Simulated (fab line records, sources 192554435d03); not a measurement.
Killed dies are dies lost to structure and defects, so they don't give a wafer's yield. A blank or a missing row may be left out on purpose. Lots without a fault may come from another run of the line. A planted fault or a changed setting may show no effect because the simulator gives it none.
fab line records | flow n5_finfet
record lots=7 wafers=39
route steps=1938 shown DUMMY_GATE@250 HKMG_FIN@442 GATE_CUT@500 MOL_CONTACT_COAG@541 BEOL_M4@1111
start_h: hours from the record's first day to the start of the lot's first wafer shown | wait_h: hours since the lot's step before | " the same as in the row above | L1.1+2: a row that stands for several wafers | - no value, or no start given | * or withheld: withheld | < > ~ a bound
route shown NAME@n: a module of which the file shows steps, and the number in the route of the first | usual: mean/standard deviation of fault-free wafers | same: alike in all rows | chamber/n: place in a boat | sites: the reading at each site | _std_site: their standard deviation | _edge_site: outer sites' mean less inner sites' | radius_mm: how far each site lies from the wafer's centre | mask NAME#n: copy n | behind: the tool/chamber that last shaped the wafer | hold: why the lot was held/for how many hours/how that ended | device: the transistor (n, p or np) that didn't switch | end of line: the same wafers' tests at the end of the route | a step without rows: its recipe alone | killed: dies lost to structure and defects at the first sort, not the wafer's yield | map: a wafer's dies, x killed, . not, _ none there
set.NAME: the setting as run; set.NAME@STEP: as run at that earlier step | model.NAME: the simulator's own value behind a step, which no gauge read
lots whose settings were changed on purpose; a table a step, a row a wafer
## steps
# step N5_DUMMY_GATE_ETCH_42
# recipe chemistry=CHF3/O2 target=SiO2 target_depth_a=35 time_s=31 ion_energy_ev=30 bias_w=12 pressure_mtorr=30 source_w=600 Ar_flow_sccm=200 CHF3_flow_sccm=50 O2_flow_sccm=5
# step N5_HKMG_FIN_ALD_91
# recipe material=TiN target_thk_a=10 temp_c=400 ald_precursor_family=TiCl4 ald_co_reactant=NH3 pulse_time_s=1 purge_time_s=3 co_reactant_purge_time_s=2 co_reactant_pulse_time_s=2 ald_cycles=47 pressure_torr=3
# step N5_HKMG_FIN_ALD_71
# step N5_GATE_CUT_CUT_ETCH_53
# recipe chemistry=SF6/Cl2 target=W mask_material=SiO2 target_depth_a=792 pressure_mtorr=8 icp_w=900 bias_w=80 SF6_flow_sccm=40 Cl2_flow_sccm=60 ends=cleared
# step N5_GATE_CUT_CUT_ETCH_54
# recipe chemistry=Cl2/BCl3 target=TiN mask_material=SiO2 target_depth_a=967 pressure_mtorr=10 icp_w=1000 bias_w=126 Cl2_flow_sccm=53.25 bcl3_flow_sccm=21.75 Ar_flow_sccm=25 ends=cleared
# step N5_MOL_CONTACT_COAG_IMPLANT_129
# recipe species=Ge energy_kev=3 dose_cm2=6e+14 tilt_deg=0 rotation_deg=0
# step N5_MOL_CONTACT_COAG_ALD_20
# recipe material=TiN target_thk_a=15 temp_c=400 ald_precursor_family=TiCl4 ald_co_reactant=NH3 pulse_time_s=1 purge_time_s=3 co_reactant_purge_time_s=2 co_reactant_pulse_time_s=2 ald_cycles=68 pressure_torr=3
# step N5_MOL_CONTACT_COAG_VIA_ETCH_46
# recipe chemistry=C4F6/O2 target_depth_a=460 overetch_a=92 mask_material=SOC target=SiO2 bias_w=455 pressure_mtorr=10 time_s=40 source_w=325 Ar_flow_sccm=300 C4F6_flow_sccm=10 O2_flow_sccm=10 ion_energy_ev=575.3 ends=end_point
# step N5_MOL_CONTACT_COAG_VIA_ETCH_117
# recipe chemistry=C4F6/O2 target_depth_a=400 overetch_a=80 mask_material=SOC target=SiO2 bias_w=455 pressure_mtorr=10 time_s=26 source_w=325 Ar_flow_sccm=300 C4F6_flow_sccm=10 O2_flow_sccm=10 ion_energy_ev=575.3 ends=end_point
# step N5_BEOL_M4_RC_MEAS_101
# usual IOFF_N_LONG=5.5e-05/2.4e-06 VT_N=250.2/3 VT_N_LONG=274.9/1.9 VT_N_LVT=99.5/2.9
# columns lot.wafer tool chamber start_h wait_h set.bias_w@DUMMY_GATE_ETCH_42 set.ald_cycles@HKMG_FIN_ALD_91 set.temp_c@HKMG_FIN_ALD_71 set.icp_w@GATE_CUT_CUT_ETCH_53 set.icp_w@GATE_CUT_CUT_ETCH_54 set.energy_kev@MOL_CONTACT_COAG_IMPLANT_129 set.ald_cycles@MOL_CONTACT_COAG_ALD_20 set.bias_w@MOL_CONTACT_COAG_VIA_ETCH_46 set.target_depth_a@MOL_CONTACT_COAG_VIA_ETCH_117 IOFF_N_LONG[nA/um] VT_N[mV] VT_N_LONG[mV] VT_N_LVT[mV]
L080.1 prober-02 0 264.69 0.0 13.19 47 407.5 900 849 3 68 455 400 5.49e-05 248.5 272.8 100.0
L080.2 " 0 " " 12 46 400 766.8 849 3.821 68 455 442.1 5.68e-05 249.7 275.4 98.6
L080.3 " 0 " " 12 47 400 900 1000 3.821 78 455 400 5.36e-05 253.1 273.2 102.3
L080.4 " 0 " " 13.19 47 400 766.8 1000 3 78 455 442.1 5.34e-05 248.9 275.3 97.7
L080.5 " 0 " " 12 46 407.5 900 1000 3.821 68 455 442.1 5.76e-05 247.1 273.0 97.6
L080.6 " 0 " " 13.19 46 407.5 766.8 849 3 78 455 400 5.74e-05 251.4 271.8 101.3
L085.3 prober-01 0 297.83 0.3 12 47 400 900 1000 3 68 455 400 5.38e-05 250.6 272.6 99.5
L085.4 " 0 " " 12 47 400 900 1000 3 68 455 400 5.31e-05 251.7 274.1 99.1
L085.6 " 0 " " 12 47 400 900 1000 3 68 455 400 5.34e-05 249.3 274.9 96.9
L086.1 prober-02 0 300.22 0.0 12 47 400 753.8 1000 2.47 68 509.2 351.3 5.58e-05 249.1 273.2 97.5
L086.2 " 0 " " 12 47 400 753.8 844.5 2.47 68 455 400 5.41e-05 252.7 277.3 102.4
L086.3 " 0 " " 12 47 400 900 1000 3 68 455 400 5.49e-05 251.9 274.0 100.6
L086.4 " 0 " " 12 45 400 753.8 1000 3 68 509.2 400 6.16e-05 246.5 270.1 93.9
L086.5 " 0 " " 12 45 400 900 844.5 2.47 68 455 351.3 6.35e-05 243.1 269.8 93.6
L086.6 " 0 " " 12 45 400 900 844.5 3 68 509.2 351.3 6.15e-05 244.4 268.4 95.0
L076.1 prober-01 0 306.90 0.0 14.15 47 400 900 1000 2.303 68 455 400 5.52e-05 246.1 271.8 94.7
L076.2 " 0 " " 14.15 47 408.6 900 902.3 3 63 455 400 5.38e-05 249.7 277.5 98.6
L076.3 " 0 " " 12 43 400 900 1000 2.303 63 455 400 7.11e-05 239.9 262.1 90.0
L076.4 " 0 " " 12 43 408.6 900 1000 3 68 508.9 400 7.19e-05 238.8 266.1 86.4
L076.5 " 0 " " 12 47 408.6 900 902.3 2.303 63 508.9 400 5.39e-05 254.3 276.3 101.5
L076.6 " 0 " " 14.15 43 400 900 902.3 3 68 508.9 400 7.09e-05 234.7 266.1 84.7
L090.1 prober-01 0 315.85 0.0 10.49 47 400 900 901.3 3 72 518.9 400 5.36e-05 251.4 277.8 99.0
L090.2 " 0 " " 12 47 400 900 1000 3 68 455 400 5.3e-05 253.0 274.7 98.2
L090.3 " 0 " " 10.49 47 400 900 1000 3.713 68 518.9 400 5.36e-05 255.1 276.9 102.9
L090.4 " 0 " " 12 47 385.5 900 1000 3.713 72 518.9 400 5.46e-05 249.6 277.0 98.0
L090.5 " 0 " " 10.49 47 385.5 900 901.3 3 72 455 400 5.36e-05 255.0 277.8 101.2
L090.6 " 0 " " 12 47 385.5 900 901.3 3.713 68 455 400 5.37e-05 257.6 275.5 101.7
L093.1 prober-01 0 339.84 0.0 12 47 400 960.1 1000 2.106 68 455 356.3 5.15e-05 250.3 278.2 101.0
L093.2 " 0 " " 12 47 415.1 960.1 1175 2.106 62 455 400 5.25e-05 256.0 277.3 104.1
L093.3 " 0 " " 12 51 415.1 900 1000 3 68 455 400 4.06e-05 262.5 287.0 113.4
L093.4 " 0 " " 12.59 47 400 900 1000 3 62 455 400 5.14e-05 258.0 277.0 106.5
L093.5 " 0 " " 12.59 51 400 960.1 1175 3 68 455 356.3 4.03e-05 263.0 287.9 112.5
L093.6 " 0 " " 12.59 51 415.1 900 1175 2.106 62 455 356.3 4.09e-05 261.0 288.1 111.2
L096.1 prober-01 0 344.15 0.0 12.91 47 416.9 900 1000 3.771 68 455 427.4 5.97e-05 248.2 272.8 95.8
L096.2 " 0 " " 12.91 47 416.9 900 945.7 3 68 519.9 400 5.81e-05 252.6 273.9 98.7
L096.3 " 0 " " 12 44 416.9 900 1000 3 63 519.9 427.4 7.4e-05 236.1 264.9 85.4
L096.4 " 0 " " 12 44 400 900 945.7 3.771 63 519.9 427.4 7.14e-05 239.3 263.9 87.9
L096.5 " 0 " " 12 47 400 900 945.7 3 63 455 400 5.83e-05 247.7 273.6 97.1
L096.6 " 0 " " 12.91 44 400 900 1000 3.771 68 455 400 7.46e-05 240.8 266.9 89.5
## key
split step=N5_DUMMY_GATE_ETCH_42 setting=bias_w stated_as=12
response none clear
split step=N5_HKMG_FIN_ALD_91 setting=ald_cycles stated_as=47
response step=N5_BEOL_M4_RC_MEAS_101 reading=IOFF_N_LONG slope=-1.84e-06 per=1% together_with=all explained=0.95
response step=N5_BEOL_M4_RC_MEAS_101 reading=VT_N_LONG slope=+1.23 per=1% together_with=all explained=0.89
response step=N5_BEOL_M4_RC_MEAS_101 reading=VT_N_LVT slope=+1.26 per=1% together_with=all explained=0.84
response step=N5_BEOL_M4_RC_MEAS_101 reading=VT_N slope=+1.28 per=1% together_with=all explained=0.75
split step=N5_HKMG_FIN_ALD_71 setting=temp_c stated_as=400
response none clear
split step=N5_GATE_CUT_CUT_ETCH_53 setting=icp_w stated_as=900
response none clear
split step=N5_GATE_CUT_CUT_ETCH_54 setting=icp_w stated_as=1000
response none clear
split step=N5_MOL_CONTACT_COAG_IMPLANT_129 setting=energy_kev stated_as=3
response none clear
split step=N5_MOL_CONTACT_COAG_ALD_20 setting=ald_cycles stated_as=68
response none clear
split step=N5_MOL_CONTACT_COAG_VIA_ETCH_46 setting=bias_w stated_as=455
response none clear
split step=N5_MOL_CONTACT_COAG_VIA_ETCH_117 setting=target_depth_a stated_as=400
response none clear
